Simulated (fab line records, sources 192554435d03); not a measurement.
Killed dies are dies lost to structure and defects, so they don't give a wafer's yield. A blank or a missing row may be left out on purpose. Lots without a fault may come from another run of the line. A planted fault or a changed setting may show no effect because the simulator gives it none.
Split-lot experiment | flow n5_finfet | 7 lots, 21 wafers read, on a route of 1938 steps

THE SPLIT
At N5_BEOL_M8_DESCUM_16 (chemistry O2, time 7.9 s), the setting time_s was moved away from the recipe's 7.9 s on 8 of the 21 wafers read, by -11.6% to +20.8%. The other wafers ran this setting at the recipe's value.

The file shows no step between the split and the reading.

THE READING
CAR-ArF_of_BEOL_M8_COAT_05.thk_nm (the simulator's own value, which no gauge read), in nm, at N5_BEOL_M8_ETCH_61 (etches SiARC in CF4, target depth 45.5 nm, time 75.8 s). The file gives no usual value for it. The 13 wafers here that ran the recipe average 50.9 nm, standard deviation 0.18 nm.

wafer  | tool, chamber at the split | time_s as run, s | against the recipe | CAR-ArF_of_BEOL_M8_COAT_05.thk_nm, nm | against lot-mates on the recipe
L079.3 | rie_diel-01, 3             | 6.982            | -11.6%             | 51.6                                  | +0.6
L079.4 | rie_diel-01, 0             | 6.982            | -11.6%             | 52                                    | +1.0
L079.5 | rie_diel-01, 3             | 7.9              | recipe             | 51                                    | -
L087.2 | rie_diel-01, 0             | 7.9              | recipe             | 50.6                                  | -
L087.4 | rie_diel-01, 1             | 7.9              | recipe             | 50.6                                  | -
L087.5 | rie_diel-01, 2             | 9.2              | +16.5%             | 49.4                                  | -1.2
L089.2 | rie_diel-02, 0,1           | 7.9              | recipe             | 50.8                                  | -
L089.5 | rie_diel-02, 3             | 7.9              | recipe             | 50.6                                  | -
L089.6 | rie_diel-02, 0,1           | 7.9              | recipe             | 50.8                                  | -
L091.1 | rie_diel-05, 0             | 9.183            | +16.2%             | 50                                    | -0.8
L091.4 | rie_diel-05, 3             | 9.183            | +16.2%             | 50                                    | -0.8
L091.6 | rie_diel-05, 2             | 7.9              | recipe             | 50.8                                  | -
L093.2 | rie_diel-05, 1             | 9.193            | +16.4%             | 50.2                                  | -0.8
L093.5 | rie_diel-05, 1             | 9.193            | +16.4%             | 50.4                                  | -0.6
L093.6 | rie_diel-05, 2             | 7.9              | recipe             | 51                                    | -
L094.3 | rie_diel-01, 3,2           | 7.9              | recipe             | 51                                    | -
L094.4 | rie_diel-01, 2             | 7.9              | recipe             | 51                                    | -
L094.5 | rie_diel-01, 3,2           | 7.9              | recipe             | 51                                    | -
L097.1 | rie_diel-01, 2             | 9.543            | +20.8%             | 49.8                                  | -1.3
L097.3 | rie_diel-01, 0             | 7.9              | recipe             | 51                                    | -
L097.5 | rie_diel-01, 0             | 7.9              | recipe             | 51.2                                  | -
Where a row lists several chambers, the file gives one row for several wafers and doesn't say which wafer went through which chamber.

THE FIT
A straight line over all 21 wafers: CAR-ArF_of_BEOL_M8_COAT_05.thk_nm changes by -0.0586 nm for each +1% of time_s; r = -0.91; the points scatter about the line by 0.25 nm.
The same after taking each lot's own level away (the mean of its wafers on the recipe; 21 wafers): -0.0573 nm for each +1%; r = -0.97; scatter 0.14 nm.
On that fit, the largest move of time_s shifts the reading by 1.2 nm.
The lots' own levels span 50.60 to 51.10 nm, that is 2.7 times the standard deviation above.
So the lot-to-lot level changes the slope little: the two slopes agree.
Check: with one of the wafers moved furthest among these (+20.8%) left out of the fit, the line predicts -1.12 nm for it against its lot-mates. It came out at -1.3 nm against them.

THE WHOLE CHAIN: every reading that the file lists as answering this split, in the file's order
step                 | what it does                                           | reading                                                                            | change (the file's fit)                | r (the file's)
N5_BEOL_M8_DESCUM_16 | chemistry O2, time 7.9 s                               | CAR-ArF_of_BEOL_M8_COAT_05.thk_nm (the simulator's own value, which no gauge read) | -0.0546 nm for each +1% of the setting | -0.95
N5_BEOL_M8_ETCH_61   | etches SiARC in CF4, target depth 45.5 nm, time 75.8 s | CAR-ArF_of_BEOL_M8_COAT_05.thk_nm (the simulator's own value, which no gauge read) | -0.0588 nm for each +1% of the setting | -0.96

THE FILE'S OWN FIT
CAR-ArF_of_BEOL_M8_COAT_05.thk_nm changes by -0.0588 nm for each +1% of time_s, r = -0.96.
